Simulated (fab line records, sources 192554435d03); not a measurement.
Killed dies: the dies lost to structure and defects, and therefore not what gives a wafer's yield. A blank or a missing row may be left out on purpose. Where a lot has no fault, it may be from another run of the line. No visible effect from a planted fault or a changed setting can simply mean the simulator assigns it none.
Which tool was responsible? -- flow n5 finfet -- 10 lots, 30 wafers sampled, at 3 steps of a route of 1938

## WHAT EACH GAUGE READ, for each wafer
N5_BEOL_M4_RC_MEAS_101.
lot,measured,on,DIBL_N (mV/V),DIBL_P (mV/V),IOFF_N (nA/um),IOFF_P (nA/um),IOFF_P_LONG (nA/um),ION_N (uA/um),ION_P (uA/um),SS_N (mV/dec),SS_P (mV/dec),VT_N (mV),VT_P (mV),VT_P_LONG (mV)
L245,day 10 12:04,prober-02,34.6 40.1 36.5,36 42 38,0.13 0.26 0.17,0.18 0.29 0.22,0.000103 0.000109 0.000108,657 688 667,448 468 459,70.1 72.2 72.0,72.9 74.8 72.7,253 242 249,-255 -245 -251,-273.7 -274.8 -273.3
L246,day 11 05:18,prober-02,36.0 36.3 36.3,34 36 35,0.14 0.17 0.15,0.20 0.24 0.24,0.000121 0.000115 0.00012,676 692 691,465 472 474,71.2 71.6 71.2,72.9 73.4 72.7,248 244 249,-250 -246 -248,-270.5 -271.6 -270.9
L256,day 13 12:31,prober-02,36.7 35.2 37.4,38 37 39,0.18 0.16 0.19,0.35 0.33 0.36,0.000142 0.000145 0.000138,675 693 671,487 494 479,71.2 70.9 71.9,73.1 74.1 74.2,246 249 248,-239 -237 -239,-265.0 -264.5 -265.5
L257,day 14 11:16,prober-02,36.4 32.7 35.0,35 31 33,0.15 0.10 0.13,0.28 0.23 0.24,0.000133 0.00014 0.000131,684 666 664,484 480 472,71.6 70.4 71.5,73.4 72.8 72.5,252 257 257,-243 -243 -244,-266.5 -265.6 -267.3
L258,day 14 04:21,prober-02,38.4 38.2 38.4,40 39 41,0.22 0.21 0.22,0.28 0.25 0.30,9.3e-05 9.4e-05 8.9e-05,711 687 685,479 465 471,72.2 71.8 72.6,73.7 73.8 74.4,246 247 246,-248 -250 -246,-280.3 -276.3 -278.2
L261,day 14 14:53,prober-02,36.8 37.6 42.1,38 39 43,0.15 0.18 0.30,0.25 0.29 0.40,0.000115 0.000119 0.000112,675 680 712,469 478 482,71.2 71.5 72.6,73.1 73.6 75.5,253 247 241,-245 -245 -240,-271.3 -273.9 -270.1
L262,day 15 15:47,prober-01,32.3 36.0 32.8,34 38 34,0.11 0.17 0.12,0.17 0.25 0.18,0.000106 9.6e-05 0.000107,661 662 671,452 461 469,70.5 72.2 70.6,71.0 74.0 71.9,253 247 254,-252 -248 -252,-276.3 -273.1 -276.0
L263,day 15 12:39,prober-01,35.4 36.7 35.1,38 39 38,0.15 0.18 0.15,0.20 0.22 0.21,8.3e-05 8.7e-05 8.8e-05,669 688 669,457 465 460,71.1 71.8 71.3,73.4 73.7 73.4,253 246 251,-252 -252 -251,-281.3 -282.4 -281.0
L264,day 15 15:13,prober-02,38.0 33.1 35.1,38 34 35,0.18 0.10 0.13,0.25 0.17 0.18,0.00011 0.000106 0.000116,675 655 666,464 458 455,72.1 70.9 71.4,73.6 73.0 73.5,250 258 253,-248 -255 -253,-275.6 -273.6 -273.2
L267,day 16 15:21,prober-02,39.7 40.2 38.0,42 42 39,0.26 0.25 0.22,0.32 0.33 0.26,0.000109 0.000114 9.5e-05,694 682 681,474 475 466,72.8 72.6 72.4,75.2 74.5 74.2,241 246 245,-245 -245 -246,-275.8 -275.5 -274.2

## WHAT TOOL EACH LOT RAN ON (gives the tool, then ch and the chambers of the sampled wafers, and finally the start)
lot,N5_PMOS_HMC_CHANNEL_EPI_EPI_20,N5_BEOL_M4_ANNEAL_93
L245,"epi rpcvd-03 ch 0, day 2 00:03","pvd sputter-02, day 10 10:35"
L246,"epi rpcvd-03 ch 0, day 2 06:17","pvd sputter-03, day 11 03:50"
L256,"epi rpcvd-04 ch 0, day 4 18:30","pvd sputter-03, day 13 10:45"
L257,"epi rpcvd-04 ch 0, day 5 00:22","pvd sputter-03, day 14 09:39"
L258,"epi rpcvd-03 ch 0, day 5 06:16","pvd sputter-02, day 14 02:11"
L261,"epi rpcvd-03 ch 0, day 5 23:56","pvd sputter-03, day 14 13:26"
L262,"epi rpcvd-03 ch 0, day 6 06:04","pvd sputter-01, day 15 13:37"
L263,"epi rpcvd-02 ch 0, day 6 12:18","pvd sputter-02, day 15 10:40"
L264,"epi rpcvd-03 ch 0, day 6 22:26","pvd sputter-03, day 15 13:26"
L267,"epi rpcvd-04 ch 0, day 7 12:05","pvd sputter-02, day 16 13:53"
- N5_PMOS_HMC_CHANNEL_EPI_EPI_20: deposits SiGe30, target thk 59 nm.
- N5_BEOL_M4_ANNEAL_93: time 240 s.

## AS READ BY THE TOOLS THEMSELVES (means over the sampled wafers that have a number; for cases with no such wafer, the mark the record gives instead)
N5_PMOS_HMC_CHANNEL_EPI_EPI_20.
lot,tool,susceptor_temp_C_max
L245,epi rpcvd-03,602.2
L246,epi rpcvd-03,601.7
L256,epi rpcvd-04,601.1
L257,epi rpcvd-04,600.8
L258,epi rpcvd-03,602.0
L261,epi rpcvd-03,602.2
L262,epi rpcvd-03,601.7
L263,epi rpcvd-02,601.5
L264,epi rpcvd-03,602.5
L267,epi rpcvd-04,600.9

N5_BEOL_M4_ANNEAL_93.
lot,tool,heater power w (W),susceptor_temp_C_max
L245,pvd sputter-02,924,401.2
L246,pvd sputter-03,777,400.9
L256,pvd sputter-03,777,400.6
L257,pvd sputter-03,777,401.3
L258,pvd sputter-02,848,401.4
L261,pvd sputter-03,791,401.2
L262,pvd sputter-01,813,400.7
L263,pvd sputter-02,838,401.4
L264,pvd sputter-03,790,401.0
L267,pvd sputter-02,835,401.5

## THE ANSWER, worked out from the rows above alone
Rule: the lots themselves supply what counts as usual. The widest of any qualifying gaps counts: lots, ordered by their means at a reading, are off when they make up no more than a third of the lots, leave a main group of 4 or more, and stand apart from it by 3 or more times the standard deviation of that group's means. If all means in a main group match to the digits the tables above print for the reading, that group is not used. Also off: a lot with no number at a reading for which 4 or more lots have one. The other lots that the step has rows for count as sound. The gauges are gone through in route order, then the tools' own readings, and for those a lot's mean is taken as printed above. The first step at which some lot is off is used, and at that step the reading that is off furthest; a lot without a number counts as furthest.
None of the lots is off at any reading shown; this tells nothing.

## WHAT HAD BEEN PUT IN BY THE SIMULATOR
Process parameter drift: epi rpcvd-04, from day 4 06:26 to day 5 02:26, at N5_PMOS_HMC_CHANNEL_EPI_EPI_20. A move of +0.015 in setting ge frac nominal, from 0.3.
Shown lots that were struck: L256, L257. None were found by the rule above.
